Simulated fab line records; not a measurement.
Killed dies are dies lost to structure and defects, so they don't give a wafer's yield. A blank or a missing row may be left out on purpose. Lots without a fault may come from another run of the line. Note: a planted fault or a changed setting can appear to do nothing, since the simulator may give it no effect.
2 desks looking at one fault | flow n5Finfet | each desk holds nothing but its own numbers, with what lay behind them at the end

## METROLOGY DESK
Means of the sampled wafers that have a number, per lot and without regard to the tool the lot ran on: this is what the gauges read. Any lot whose mean is over 4 standard deviations away from the usual mean is out of limits and marked OUT; that distance is given in the brackets. Of its 10 readings 7 are shown: those that lie furthest out on some lot.
Columns: A = DIBL_P at N5_BEOL_M4_RC_MEAS_101, usual 38 mV/V; B = IOFF_P at N5_BEOL_M4_RC_MEAS_101, usual 0.24 nA/um; C = ION_N at N5_BEOL_M4_RC_MEAS_101, usual 679 uA/um; D = ION_P at N5_BEOL_M4_RC_MEAS_101, usual 465 uA/um; E = SS_N at N5_BEOL_M4_RC_MEAS_101, usual 72.0 mV/dec; F = SS_P at N5_BEOL_M4_RC_MEAS_101, usual 73.7 mV/dec; G = VT_P at N5_BEOL_M4_RC_MEAS_101, usual -249 mV
lot  | first seen here | A  | B    | C   | D   | E    | F    | G
L735 | day 8 20:44     | 40 | 0.31 | 687 | 473 | 72.2 | 74.8 | -245
L747 | day 11 22:40    | 41 | 0.27 | 697 | 473 | 72.1 | 74.3 | -248
L748 | day 12 19:22    | 36 | 0.19 | 666 | 446 | 72.4 | 73.6 | -254
L749 | day 12 20:30    | 37 | 0.25 | 683 | 466 | 73.0 | 74.1 | -247
Result from this desk: across the 4 lots, nothing is out of limits.

## DESK OF THE TOOL OWNER: lithoTrack-01
The tool's own readings at N5_DUMMY_GATE_COAT_34 (time 60 s, resist thk 60 nm): means of the sampled wafers that have a number, for each lot that ran on this tool. Any lot whose mean is over 4 standard deviations away from the usual mean is out of limits and marked OUT; that distance is given in the brackets.
Columns: A = chillPlateTempC at N5_DUMMY_GATE_COAT_34, usual 23.01 C; B = dispensePressureKPa at N5_DUMMY_GATE_COAT_34, usual 52 kPa; C = spinSpeedRpm at N5_DUMMY_GATE_COAT_34, usual 1499.8 rpm
lot  | first seen here | A     | B  | C
L735 | day 3 22:11     | 23.01 | 51 | 1500.1
L747 | day 6 23:32     | 22.88 | 51 | 1170.5 (-99 or more) OUT
L748 | day 7 05:02     | 23.04 | 51 | 1171.2 (-99 or more) OUT
This desk finds L747, L748 out of limits, L747 being first, at day 6 23:32 (spinSpeedRpm at N5_DUMMY_GATE_COAT_34). L735: within limits.

## TAKEN TOGETHER
The tool owner's desk could have raised an alarm at day 6 23:32, on L747, L748.
Nothing out of limits was seen by the metrology desk.
The metrology desk has L747, L748 on record, within its limits.
N5_DUMMY_GATE_COAT_34 was run on lithoTrack-01 by each of the lots named.

## WHAT HAD BEEN PUT IN BY THE SIMULATOR
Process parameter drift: lithoTrack-01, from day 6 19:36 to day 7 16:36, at N5_DUMMY_GATE_COAT_34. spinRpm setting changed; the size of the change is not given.
Lots struck among those shown: L747, L748.
Delay in hours, fault start to first out-of-limits reading, by desk: the tool owner's desk at 4.
